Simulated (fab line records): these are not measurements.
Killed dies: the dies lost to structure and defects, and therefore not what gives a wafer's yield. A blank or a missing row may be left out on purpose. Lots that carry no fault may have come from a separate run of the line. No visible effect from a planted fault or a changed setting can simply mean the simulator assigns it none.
Code-filled problem report in 8D (eight disciplines) form	flow n5-finfet	the parts of the form that need people (team, actions taken, sign-off) are left out

1. THE PROBLEM
Mean of spin-speed-rpm at N5_BEOL_M2_COAT_62: 1811.8 rpm over 3 wafers from 1 lot, against 1500.0 rpm (standard deviation 0.98) on wafers with no fault. So: +99 or more standard deviations from the usual mean.
The step: time 60 s, resist thk 12 nm.
First observed at day 11 16:41: wafer L911.3, on litho-track-02. The record holds 27 wafers of 9 lots with a number at this step. By rule, "out" or "out of limits" means more than 4 standard deviations away from the usual mean. All remaining wafers that have a number are taken as sound.

2. WHAT IT IS; WHAT IT IS NOT
question	is	is not
which readings at this step	spin-speed-rpm	-
which lots	L911	L893, L896, L897, L900, L904, L909, L914, L915
which wafers of those lots	all that have a number	-
read on which tools	litho-track-02	litho-track-01, litho-track-04
when	from day 11 16:41	up to then (18 sound wafers); but 6 sound wafers of L914, L915 came after

3. SUSPECTS, AND WHAT RULES EACH OUT
Counting: a tool at any process step up to the reading remains a suspect when it ran all the lots that are out and ran no sound lot after the first of those.
- pvd-sputter-02 at N5_BEOL_M1_ANNEAL_49 (time 240 s): ruled out as a lasting fault. Sound lots L915 ran on it after its first lot that is out, L911 (day 11 11:26).
- pvd-sputter-02 at N5_BEOL_M1_SPUTTER_79 (material Cu, target thk 4.5 nm, time 8.29 s): ruled out as a lasting fault. Sound lots L915 ran on it after its first lot that is out, L911 (day 11 11:35).
- pvd-sputter-02 at N5_BEOL_M1_SPUTTER_92 (material Cu, target thk 4.5 nm, time 8.29 s): ruled out as a lasting fault. Sound lots L915 ran on it after its first lot that is out, L911 (day 11 12:41).
- litho-track-02 at N5_BEOL_M2_COAT_62 (time 60 s, resist thk 12 nm): kept. It ran the lot that is out, L911 (day 11 16:41), and no sound lot after that; its last sound lot up to then is L904 (day 10 07:33). Its own spin-speed-rpm readings are out on those wafers.
After counting, what remains is litho-track-02 at N5_BEOL_M2_COAT_62.

4. THE CAUSE (what the simulator had put in)
Process parameters drifting: litho-track-02 at N5_BEOL_M2_COAT_62, beginning at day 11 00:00. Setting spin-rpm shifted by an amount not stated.
This tool alone remained once counting was done.

5. SEQUENCE OF EFFECTS, ordered by route
Each row: a reading where the mean over the struck wafers with a number is more than 3 standard deviations away from the usual. Readings are gone through only where the record gives a usual standard deviation; hours: the median, over the lots, of the time from a lot's start at the first step in this table giving one to that lot's start at this step; sigmas: the change measured in usual standard deviations.
hours	step	reading	usual	on struck wafers	change	sigmas
0	N5_BEOL_M2_COAT_62	spin-speed-rpm	1500.0 rpm	1811.8	+311.8	+99 or more
0	N5_BEOL_M2_ETCH_63	etch-rf-on-time-s	26.0 s	23.4	-2.6	-4.7
Its process steps:
- N5_BEOL_M2_COAT_62: time 60 s, resist thk 12 nm.
- N5_BEOL_M2_ETCH_63: etches SiARC in CF4, target depth 15.6 nm, time 26 s.
Later measuring or inspecting steps at which every struck wafer that the step has a row for has a number for every such reading, and none has moved that far: N5_BEOL_M4_RC_MEAS_101.

6. HOW IT WOULD HAVE BEEN CAUGHT EARLIER
First out-of-limits reading in this record: day 11 16:41, which is 17 hours after fault onset at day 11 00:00.
